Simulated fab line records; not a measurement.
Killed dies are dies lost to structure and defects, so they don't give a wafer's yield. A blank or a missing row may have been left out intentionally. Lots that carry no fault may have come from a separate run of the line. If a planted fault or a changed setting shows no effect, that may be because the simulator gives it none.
Lot-split experiment + flow n5Finfet + 7 lots, 21 wafers read, on a route of 1938 steps

THE SPLIT
At N5_MOL_CONTACT_COAG_COAT_64 (time 60 s, resist thk 10 nm), the setting spinRpm was moved away from the recipe's 1500 rpm on 9 of the 21 wafers read, by -5.9% to +4.7%. All remaining wafers had this setting at the recipe value.

FROM THE SPLIT TO THE READING: what the file shows between them, 3 steps
- N5_MOL_CONTACT_COAG_COAT_34: resist thk 40 nm
- N5_MOL_CONTACT_COAG_EBR_36
- N5_MOL_CONTACT_COAG_DESCUM_45: chemistry O2, time 7 s

THE READING
etch.depthNm (the simulator's own value, which no gauge read), in nm, at N5_MOL_CONTACT_COAG_ETCH_65 (etches underlayer in N2/H2, target depth 13 nm, time 10.4 s). There is no usual value for it anywhere in the file. Average 9.981 nm, standard deviation 0.036 nm, over the 12 wafers here run with the recipe.

| wafer  | tool, chamber at the split | spinRpm as run, rpm | against the recipe | etch.depthNm, nm | against lot-mates on the recipe |
|--------|----------------------------|---------------------|--------------------|------------------|---------------------------------|
| L074.2 | lithoTrack-03, 0           | 1545                | +3.0%              | 9.91             | -0.120                          |
| L074.3 | lithoTrack-03, 0           | 1500                | recipe             | 10.03            | -                               |
| L074.4 | lithoTrack-03, 0           | 1545                | +3.0%              | 9.906            | -0.124                          |
| L075.2 | lithoTrack-03, 0           | 1500                | recipe             | 10.03            | -                               |
| L075.3 | lithoTrack-03, 0           | 1411                | -5.9%              | 10.34            | +0.310                          |
| L075.6 | lithoTrack-03, 0           | 1411                | -5.9%              | 10.3             | +0.270                          |
| L077.1 | lithoTrack-04, 0           | 1571                | +4.7%              | 9.773            | -0.199                          |
| L077.5 | lithoTrack-04, 0           | 1500                | recipe             | 9.972            | -                               |
| L077.6 | lithoTrack-04, 0           | 1571                | +4.7%              | 9.748            | -0.224                          |
| L078.1 | lithoTrack-03, 0           | 1500                | recipe             | 10.01            | -                               |
| L078.3 | lithoTrack-03, 0           | 1500                | recipe             | 10.01            | -                               |
| L078.6 | lithoTrack-03, 0           | 1500                | recipe             | 10.02            | -                               |
| L088.2 | lithoTrack-05, 0           | 1566                | +4.4%              | 9.773            | -0.178                          |
| L088.4 | lithoTrack-05, 0           | 1500                | recipe             | 9.948            | -                               |
| L088.5 | lithoTrack-05, 0           | 1500                | recipe             | 9.955            | -                               |
| L095.1 | lithoTrack-04, 0           | 1448                | -3.5%              | 10.17            | +0.202                          |
| L095.3 | lithoTrack-04, 0           | 1448                | -3.5%              | 10.17            | +0.202                          |
| L095.5 | lithoTrack-04, 0           | 1500                | recipe             | 9.968            | -                               |
| L096.1 | lithoTrack-04, 0           | 1500                | recipe             | 9.963            | -                               |
| L096.3 | lithoTrack-04, 0           | 1500                | recipe             | 9.914            | -                               |
| L096.5 | lithoTrack-04, 0           | 1500                | recipe             | 9.956            | -                               |

FIT RESULTS
A straight line over all 21 wafers: etch.depthNm changes by -0.0498 nm for each +1% of spinRpm; r = -0.97; the points scatter about the line by 0.039 nm.
The same after taking each lot's own level away (the mean of its wafers on the recipe; 21 wafers): -0.0474 nm for each +1%; r = -0.99; scatter 0.018 nm.
On that fit, the largest move of spinRpm shifts the reading by 0.28 nm.
From 9.9443 to 10.0300 nm: that is the span of the lots' own levels, equal to 2.4 times the standard deviation above.
So the lot-to-lot level changes the slope little: the two slopes agree.
Check: with one of the wafers moved furthest among these (-5.9%) left out of the fit, the line predicts +0.284 nm for it against its lot-mates. It came out at +0.31 nm against them.

OTHER SPLITS ON THESE WAFERS
Before the reading, these wafers also passed through other splits. Each is held against what the fit with the lots' levels taken away leaves over:
| other split on the same wafers      | wafers away from the commonest value | r with etch.depthNm (lot level and that fit taken away) |
|-------------------------------------|--------------------------------------|---------------------------------------------------------|
| N5_SD_ACTIVATION_LSA_01 tempC       | 1                                    | +0.07                                                   |
| N5_GATE_CUT_ALD_22 aldCycles        | 12                                   | -0.15                                                   |
| N5_MOL_CONTACT_COAG_COAT_62 spinRpm | 4                                    | +0.04                                                   |

FILE'S OWN FIT
etch.depthNm changes by -0.0465 nm for each +1% of spinRpm, r = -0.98.
